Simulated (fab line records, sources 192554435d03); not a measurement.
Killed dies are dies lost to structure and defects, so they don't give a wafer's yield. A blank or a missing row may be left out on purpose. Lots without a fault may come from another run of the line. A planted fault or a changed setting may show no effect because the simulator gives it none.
Chamber matching | flow n5_finfet | N5_BEOL_M0_SAQP_MANDREL_ETCH_20 on rie_si-06: 4 sister chambers
The step etches a-Si in HBr/Cl2, stops on SiNx, target depth 60 nm, bt time 10 s, time 30 s. 14 wafers are shown with their chamber, then 7 later ones without.

WAFERS WITH THEIR CHAMBER
wafer  | chamber | throttle_valve_pct (%) | oes_product_au (a.u.) | chamber_pressure_mTorr (mTorr)
L479.2 | 1       | 35.0                   | 0.776                 | 9.999
L479.5 | 2       | 35.1                   | 0.775                 | 10.004
L479.6 | 1       | 35.0                   | 0.771                 | 9.991
L485.1 | 1       | 35.1                   | 0.768                 | 9.988
L485.2 | 2       | 35.1                   | 0.771                 | 9.993
L485.6 | 3       | 35.3                   | 0.804                 | 9.994
L487.1 | 2       | 35.1                   | 0.773                 | 10.012
L487.3 | 0       | 35.1                   | 0.781                 | 9.994
L487.6 | 0       | 35.1                   | 0.794                 | 9.993
L490.2 | 0       | 35.1                   | 0.790                 | 9.996
L490.4 | 1       | 35.0                   | 0.779                 | 10.002
L490.5 | 0       | 35.1                   | 0.787                 | 10.013
L499.3 | 2       | 35.1                   | 0.769                 | 9.998
L499.5 | 3       | 35.3                   | 0.801                 | 9.986

SIGNATURES (means of the wafers above)
reading                | chamber 0 | chamber 1 | chamber 2 | chamber 3 | scatter within a chamber
throttle_valve_pct     | 35.100    | 35.025    | 35.100    | 35.300    | 0.0274
oes_product_au         | 0.78800   | 0.77350   | 0.77200   | 0.80250   | 0.00433
chamber_pressure_mTorr | 9.99900   | 9.99500   | 10.00175  | 9.99000   | 0.00793
Rule: a wafer's distance from a chamber is the root of the sum, over the readings, of the square of ((its reading less the chamber's mean) divided by the reading's scatter). The wafer belongs to the nearest chamber; if the next one is less than 2 further off, it can't be placed. The scatter: the root of (the sum of the squares of (reading less its chamber's mean) over the shown wafers, divided by (wafers less chambers)).

WAFERS WITHOUT THEIR CHAMBER
wafer  | throttle_valve_pct (%) | oes_product_au (a.u.) | chamber_pressure_mTorr (mTorr)
L499.6 | 35.1                   | 0.786                 | 9.993
L501.1 | 35.0                   | 0.769                 | 9.990
L501.4 | 35.1                   | 0.788                 | 10.001
L501.5 | 35.1                   | 0.779                 | 9.998
L502.3 | 35.1                   | 0.778                 | 9.996
L502.4 | 35.3                   | 0.789                 | 10.003
L502.5 | 35.0                   | 0.776                 | 9.978

WHICH CHAMBER EACH WENT THROUGH
wafer  | from the rows above          | in truth
L499.6 | 0                            | 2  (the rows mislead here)
L501.1 | 1                            | 1
L501.4 | 0                            | 0
L501.5 | can't be placed: 2 or 0 or 1 | 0
L502.3 | can't be placed: 2 or 0 or 1 | 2
L502.4 | 3                            | 3
L502.5 | 1                            | 1
Placed correctly: 4 of 7. Can't be placed from these rows: 2 (the true chamber is among the candidates in 2). Placed wrongly: 1.
